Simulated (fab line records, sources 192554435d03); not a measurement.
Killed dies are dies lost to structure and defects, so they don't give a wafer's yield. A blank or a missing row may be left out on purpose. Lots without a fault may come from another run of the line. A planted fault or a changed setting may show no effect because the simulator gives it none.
Which tool did it? | flow n5_finfet | 9 lots, 27 wafers sampled, at 6 steps of a route of 1938

WHAT THE GAUGES READ, wafer by wafer
N5_STI_FIN_REVEAL_INSPECT_13: inspects for defects (darkfield).
lot  | measured    | on                | raw_defect_count
L288 | day 2 14:05 | defect_inspect-02 | 19 6 12
L290 | day 3 02:37 | defect_inspect-02 | 11 16 12
L295 | day 4 08:12 | defect_inspect-01 | 14 21 12
L296 | day 4 15:39 | defect_inspect-01 | 436 425 396
L299 | day 5 12:42 | defect_inspect-01 | 426 429 415
L304 | day 6 13:31 | defect_inspect-01 | 8 26 6
L309 | day 7 19:35 | defect_inspect-01 | 10 8 8
L310 | day 8 00:59 | defect_inspect-01 | 6 7 4
L311 | day 8 07:37 | defect_inspect-02 | 16 14 17

N5_BEOL_M4_RC_MEAS_101.
lot  | measured     | on        | DIBL_N (mV/V)  | DIBL_P (mV/V)  | IOFF_N (nA/um) | IOFF_P (nA/um) | ION_N (uA/um) | ION_P (uA/um) | SS_N (mV/dec)  | SS_P (mV/dec)  | VT_N (mV)   | VT_P (mV)
L288 | day 10 05:23 | prober-01 | 33.9 35.8 33.8 | 34.4 36.6 33.3 | 0.12 0.16 0.12 | 0.18 0.21 0.17 | 664 683 663   | 454 466 460   | 70.7 71.1 71.6 | 72.0 72.7 72.3 | 254 250 252 | -252 -253 -254
L290 | day 9 17:16  | prober-01 | 37.6 35.8 35.0 | 38.7 35.3 35.0 | 0.17 0.13 0.12 | 0.21 0.16 0.16 | 675 672 666   | 462 452 455   | 72.0 71.6 70.9 | 73.9 72.1 72.7 | 248 252 252 | -250 -256 -255
L295 | day 11 12:28 | prober-01 | 36.8 36.9 37.2 | 38.9 38.7 40.1 | 0.19 0.19 0.20 | 0.26 0.26 0.29 | 690 682 697   | 472 471 486   | 71.3 71.8 71.9 | 74.1 73.6 74.9 | 249 249 247 | -248 -248 -245
L296 | day 11 14:42 | prober-01 | 38.7 38.2 37.8 | 39.0 39.1 37.9 | 0.20 0.18 0.18 | 0.32 0.32 0.31 | 664 683 686   | 472 477 484   | 73.3 71.7 72.3 | 73.9 73.5 73.8 | 248 249 247 | -242 -244 -240
L299 | day 12 23:00 | prober-02 | 33.7 38.6 35.6 | 32.9 38.7 35.8 | 0.13 0.22 0.17 | 0.20 0.29 0.26 | 674 694 696   | 469 472 479   | 71.2 72.7 71.5 | 71.8 74.4 73.3 | 250 243 249 | -247 -245 -244
L304 | day 13 21:56 | prober-02 | 36.4 34.7 35.0 | 36.7 33.9 33.9 | 0.16 0.13 0.14 | 0.23 0.19 0.20 | 685 669 676   | 475 460 463   | 71.0 70.9 71.5 | 73.9 72.7 72.5 | 249 251 251 | -249 -249 -248
L309 | day 15 14:51 | prober-02 | 35.6 34.9 36.8 | 35.1 34.2 35.7 | 0.12 0.12 0.14 | 0.18 0.17 0.19 | 648 672 667   | 450 464 461   | 71.4 70.7 70.9 | 73.4 73.2 72.4 | 255 254 252 | -253 -251 -253
L310 | day 15 18:29 | prober-02 | 35.4 34.7 40.7 | 36.1 35.6 41.8 | 0.13 0.13 0.24 | 0.16 0.16 0.26 | 665 662 697   | 456 456 463   | 71.8 71.1 73.0 | 72.6 73.2 74.2 | 254 252 245 | -253 -256 -247
L311 | day 16 21:25 | prober-01 | 35.7 37.1 35.8 | 34.9 36.6 35.0 | 0.15 0.17 0.15 | 0.21 0.23 0.21 | 665 670 680   | 459 462 463   | 71.9 72.6 72.4 | 72.9 73.0 72.9 | 250 248 253 | -250 -248 -251

WHICH TOOL RAN EACH LOT (tool, then ch and the chambers of the sampled wafers, then the start)
lot  | N5_FIN_CUT_CUT_ETCH_27            | N5_STI_FIN_REVEAL_ALD_14         | N5_STI_FIN_REVEAL_ETCH_34       | N5_STI_FIN_REVEAL_OXIDATION_31
L288 | rie_diel-01 ch 0,1, day 2 03:31   | ald_sin-01 ch 1,2,3, day 2 04:44 | rie_si-01 ch 1,2,3, day 2 12:41 | plasma_asher-01 ch 0,1, day 2 12:44
L290 | rie_diel-01 ch 0,1, day 2 16:53   | ald_sin-01 ch 0,2,3, day 2 17:25 | rie_si-02 ch 0,1, day 3 01:55   | plasma_asher-01 ch 0,1, day 3 02:00
L295 | rie_diel-05 ch 0,2,3, day 3 23:01 | ald_sin-02 ch 0,1,2, day 3 23:35 | rie_si-06 ch 0,2,3, day 4 07:30 | plasma_asher-02 ch 0,1, day 4 07:34
L296 | rie_diel-05 ch 0,1,2, day 4 04:08 | ald_sin-01 ch 1,3, day 4 04:45   | rie_si-01 ch 0,3, day 4 14:29   | plasma_asher-01 ch 1, day 4 14:33
L299 | rie_diel-04 ch 0,1,2, day 5 02:31 | ald_sin-01 ch 1,2,3, day 5 03:46 | rie_si-06 ch 0,1, day 5 12:00   | plasma_asher-01 ch 0,1, day 5 12:04
L304 | rie_diel-05 ch 1,2,3, day 6 04:06 | ald_sin-01 ch 0,2, day 6 04:41   | rie_si-01 ch 0,2,3, day 6 12:46 | plasma_asher-02 ch 0,1, day 6 12:50
L309 | rie_diel-04 ch 0,2,3, day 7 09:07 | ald_sin-04 ch 0,2,3, day 7 10:54 | rie_si-02 ch 0,1,2, day 7 18:53 | plasma_asher-01 ch 0,1, day 7 18:57
L310 | rie_diel-05 ch 0,2,3, day 7 15:46 | ald_sin-02 ch 0,1,3, day 7 16:17 | rie_si-01 ch 0,1,2, day 8 00:17 | plasma_asher-01 ch 0,1, day 8 00:21
L311 | rie_diel-05 ch 1,2, day 7 21:34   | ald_sin-02 ch 0,1,3, day 7 22:31 | rie_si-02 ch 0,1,3, day 8 06:53 | plasma_asher-02 ch 0,1, day 8 06:58
- N5_FIN_CUT_CUT_ETCH_27: etches SiO2 in CHF3/O2, target depth 4 nm, overetch 2 nm, time 4.9 s.
- N5_STI_FIN_REVEAL_ALD_14: deposits Si3N4, target thk 3 nm.
- N5_STI_FIN_REVEAL_ETCH_34: etches Si in H2, material Si, target depth 0.97 nm.
- N5_STI_FIN_REVEAL_OXIDATION_31: chemistry O2 PLASMA REMOTE, time 20 s.

WHAT THE TOOLS THEMSELVES READ (means of the sampled wafers that have a number; where no wafer has one, the mark that the record gives instead)
N5_FIN_CUT_CUT_ETCH_27.
lot  | tool        | drypump_motor_current_A (A) | oes_product_au (a.u.) | rf_vpp_V (V) | showerhead_plenum_p_Torr (Torr) | throttle_valve_pct (%)
L288 | rie_diel-01 | 6.1                         | 0.58                  | 533          | 2.48                            | 18.82
L290 | rie_diel-01 | 6.1                         | 0.58                  | 540          | 2.49                            | 19.05
L295 | rie_diel-05 | 5.0                         | 0.65                  | 515          | 2.40                            | 18.85
L296 | rie_diel-05 | 5.4                         | 0.65                  | 519          | 2.47                            | 18.93
L299 | rie_diel-04 | 5.7                         | 0.63                  | 517          | 2.36                            | 18.82
L304 | rie_diel-05 | 5.5                         | 0.68                  | 517          | 2.42                            | 18.87
L309 | rie_diel-04 | 5.7                         | 0.59                  | 519          | 2.37                            | 19.00
L310 | rie_diel-05 | 5.1                         | 0.62                  | 515          | 2.39                            | 18.88
L311 | rie_diel-05 | 5.8                         | 0.67                  | 520          | 2.48                            | 18.98

N5_STI_FIN_REVEAL_ALD_14.
lot  | tool       | heater_power_w (W)
L288 | ald_sin-01 | 861
L290 | ald_sin-01 | 817
L295 | ald_sin-02 | 813
L296 | ald_sin-01 | 897
L299 | ald_sin-01 | 866
L304 | ald_sin-01 | 868
L309 | ald_sin-04 | 819
L310 | ald_sin-02 | 850
L311 | ald_sin-02 | 852

N5_STI_FIN_REVEAL_ETCH_34.
lot  | tool      | drypump_motor_current_A (A) | oes_product_au (a.u.) | throttle_valve_pct (%)
L288 | rie_si-01 | 5.5                         | 1.001                 | 25.4
L290 | rie_si-02 | 5.5                         | 1.007                 | 25.5
L295 | rie_si-06 | 5.9                         | 1.000                 | 25.5
L296 | rie_si-01 | 6.0                         | 0.979                 | 25.4
L299 | rie_si-06 | 5.4                         | 0.992                 | 25.3
L304 | rie_si-01 | 5.5                         | 0.977                 | 25.5
L309 | rie_si-02 | 5.6                         | 0.983                 | 26.0
L310 | rie_si-01 | 5.6                         | 0.983                 | 25.4
L311 | rie_si-02 | 5.5                         | 0.992                 | 26.0

N5_STI_FIN_REVEAL_OXIDATION_31.
lot  | tool            | drypump_motor_current_A (A) | heater_power_w (W) | temp_c_max
L288 | plasma_asher-01 | 5.89                        | 140                | 150.69
L290 | plasma_asher-01 | 5.90                        | 139                | 150.81
L295 | plasma_asher-02 | 5.80                        | 133                | 150.68
L296 | plasma_asher-01 | 5.82                        | 152                | 150.80
L299 | plasma_asher-01 | 5.94                        | 140                | 150.86
L304 | plasma_asher-02 | 5.79                        | 134                | 150.60
L309 | plasma_asher-01 | 5.87                        | 140                | 150.89
L310 | plasma_asher-01 | 5.88                        | 149                | 150.72
L311 | plasma_asher-02 | 5.79                        | 132                | 150.71

THE ANSWER, worked out from the rows above alone
Rule: what is usual is taken from the lots themselves. Put in order of their means at a reading, lots are off if they are a third of the lots or fewer, leave a main group of 4 or more, and stand apart from it by a gap of 3 or more times the standard deviation of the main group's means; of several such gaps the widest counts. A main group whose means are all the same, to the digits that the tables above print for the reading, isn't used. A lot without any number at a reading at which 4 lots or more have one is off too. The other lots that the step has rows for count as sound. The gauges are gone through in route order, then the tools' own readings, and for those a lot's mean is taken as printed above. The first step at which some lot is off is used, and at that step the reading that is off furthest; a lot without a number counts as furthest.
Off: L296, L299, at N5_STI_FIN_REVEAL_INSPECT_13 (raw_defect_count). The main group: mean 12, standard deviation 3.4.
A tool fits if, at a process step before that reading, it ran every lot that is off, and no sound lot after the first of them. The gauges at N5_STI_FIN_REVEAL_INSPECT_13 are tried like those tools. None of those tried fits.

WHAT THE SIMULATOR HAD PUT IN
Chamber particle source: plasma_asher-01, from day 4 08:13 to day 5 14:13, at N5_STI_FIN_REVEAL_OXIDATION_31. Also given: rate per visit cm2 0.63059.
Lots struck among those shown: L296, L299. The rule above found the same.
